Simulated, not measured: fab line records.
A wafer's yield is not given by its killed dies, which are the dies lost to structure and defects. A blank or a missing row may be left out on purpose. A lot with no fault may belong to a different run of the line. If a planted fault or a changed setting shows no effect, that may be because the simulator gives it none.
Struck lot and sound lot, side by side -- flow nand harc -- 36 out of 1159 route steps
Sound: wafers L552.2, L552.4, L552.5. Wafers struck: L562.1, L562.4. Last of all comes the cause.
For every step that has rows: the tool of each side, followed by ch and its chambers, followed by its first start. Under that, the readings that differ: sound wafers -- struck wafers -- difference of the means -- sigmas: that difference in standard deviations of wafers without a fault.
alike: same words and numbers on both sides, and readings whose means sit less than 2 such deviations apart. not compared: any withheld reading, any reading some wafer has no value for, any bound like >300 that may hide the same value, and any number with overlapping values for which the record gives no deviation.
The two part at a step that has a row with sigmas, a row that says differs or no value, or rows on one side only. When numbers do not overlap yet have no deviation, they are printed without sigmas and do not part them. A reading that every wafer of one side lacks parts them only if that side has two wafers or more.

first, 2 steps without rows for these wafers: NHARC_A_SLIT_PRECLEAN_19 (cleans in SC1); NHARC_A_SLIT_SRD_20.
NHARC_A_SLIT_CD_MEAS_21:
  sound on cd sem-03, day 14 10:19; struck on cd sem-02, day 17 02:07
  alike: cd nm
then, 3 steps without rows for these wafers: NHARC_A_SIN_REMOVE_WET_00 (chemistry H3PO4, time 15300 s); NHARC_A_SIN_REMOVE_PRECLEAN_01 (cleans in SC1); NHARC_A_SIN_REMOVE_SRD_02.
NHARC_A_SIN_REMOVE_INSPECT_04:
  sound on defect inspect-01, day 14 18:01; struck on defect inspect-02, day 17 09:22
  alike: raw defect count
then, 2 steps without rows for these wafers: NHARC_A_WL_FILL_ALD_00 (deposits Al2O3, target thk 3 nm, pulse time 3 s, ald cycles 30); NHARC_A_WL_FILL_RTA_01 (time 5 s).
NHARC_A_WL_FILL_ALD_02: deposits TiN, target thk 2 nm, pulse time 3 s, ald cycles 100.
  sound on ald metal-01 ch 1,3, day 14 19:07; struck on ald metal-03 ch 0,1, day 17 10:10
  alike: heater power w, precursor pulse height rel
NHARC_A_WL_FILL_CVD_03: deposits W, target thk 40 nm, time 3302 s.
  sound on cvd w-01 ch 0,1, day 14 23:35; struck on cvd w-02 ch 0, day 17 12:35
  alike: heater power w, throttle valve pct
then, 2 steps without rows for these wafers: NHARC_A_WL_FILL_ETCHBACK_04 (etches the open film in NF3, target depth 60 nm, time 120 s); NHARC_A_WL_FILL_ETCHBACK_05 (etches the open film in Cl2/BCl3, target depth 22 nm, time 60 s).
NHARC_A_WL_FILL_STRIP_27: strips in N2/H2, time 20 s.
  sound on plasma asher-02 ch 0,1, day 15 02:48; struck on plasma asher-02 ch 0,1, day 17 16:19
  alike: drypump motor current A, heater power w, temp c
  not compared: rf hours counter h
then, 6 steps without rows for these wafers: NHARC_A_WL_FILL_STRIP_28 (strips in post etch residue remover, time 1200 s); NHARC_A_WL_FILL_PRECLEAN_06 (cleans in DIW, time 300 s); NHARC_A_WL_FILL_SRD_07; NHARC_A_WL_FILL_ANNEAL_08 (time 1800 s); NHARC_A_WL_FILL_ALD_10 (deposits SiO2, target thk 50 nm, pulse time 10 s, ald cycles 500); NHARC_A_WL_FILL_ETCHBACK_16 (etches the open film in C4F8/O2/Ar, target depth 88 nm, time 17.6 s).
NHARC_A_WL_FILL_STRIP_29: strips in O2, time 20 s.
  sound on rie diel-03 ch 1,3, day 15 12:58; struck on rie diel-11 ch 0,1, day 18 07:04
  alike: drypump motor current A, oes product au, rf vpp V, showerhead plenum p Torr, throttle valve pct
  not compared: rf hours counter h
then, 8 steps without rows for these wafers: NHARC_A_WL_FILL_ETCHBACK_17 (etches the open film in Cl2/BCl3, target depth 4 nm, time 26.7 s); NHARC_A_WL_FILL_PRECLEAN_18 (cleans in dHF, time 30 s); NHARC_A_WL_FILL_SRD_21; NHARC_A_WL_FILL_CVD_23 (deposits poly-Si, target thk 40 nm, time 800 s); NHARC_A_WL_FILL_ETCHBACK_26 (etches the open film in HBr, target depth 52 nm, time 13.3 s); NHARC_A_WL_FILL_PRECLEAN_30 (cleans in dHF, time 10 s); NHARC_A_WL_FILL_SRD_14; NHARC_A_WL_FILL_ALD_19 (deposits TiN, target thk 2 nm, pulse time 3 s, ald cycles 100).
NHARC_A_WL_FILL_CVD_20: deposits W, target thk 75 nm, time 5064 s.
  sound: cvd w-02 ch 0,1; struck: cvd w-01 ch 1
  alike: heater power w, throttle valve pct
NHARC_A_WL_FILL_CMP_12: polishes, t overpolish 30 s, target thk 75 nm.
  sound on cmp-02 ch 0,1,2, day 15 23:41; struck on cmp-01 ch 1,3, day 18 21:16
  alike: motor current A, overpolish run s, retaining ring pressure frac, time to endpoint s
after that, 1 step had no rows for these wafers: NHARC_A_WL_FILL_SRD_31.
NHARC_A_WL_FILL_INSPECT_15:
  sound on defect inspect-01, day 16 00:07; struck on defect inspect-01, day 18 21:46
  alike: raw defect count
then, 2 steps without rows for these wafers: NHARC_A_CONTACT_DEP_24 (deposits SiO2, target thk 500 nm); NHARC_A_CONTACT_DEP_28 (deposits aC, target thk 3600 nm).
-- break in the record here, with 5 days between the starts of the struck wafers on either side (left off in module A_CONTACT, picked up again in module END, where the first step shown is number 1159 on the route) --
NHARC_END_SORT_01:
  only the struck wafers appear in the record here, on prober-01 ch 0 at day 24 00:16; the sound ones have no rows

WHERE THEY PART
Only at NHARC_END_SORT_01, as far as this record shows.

WHY: the cause the simulator had injected
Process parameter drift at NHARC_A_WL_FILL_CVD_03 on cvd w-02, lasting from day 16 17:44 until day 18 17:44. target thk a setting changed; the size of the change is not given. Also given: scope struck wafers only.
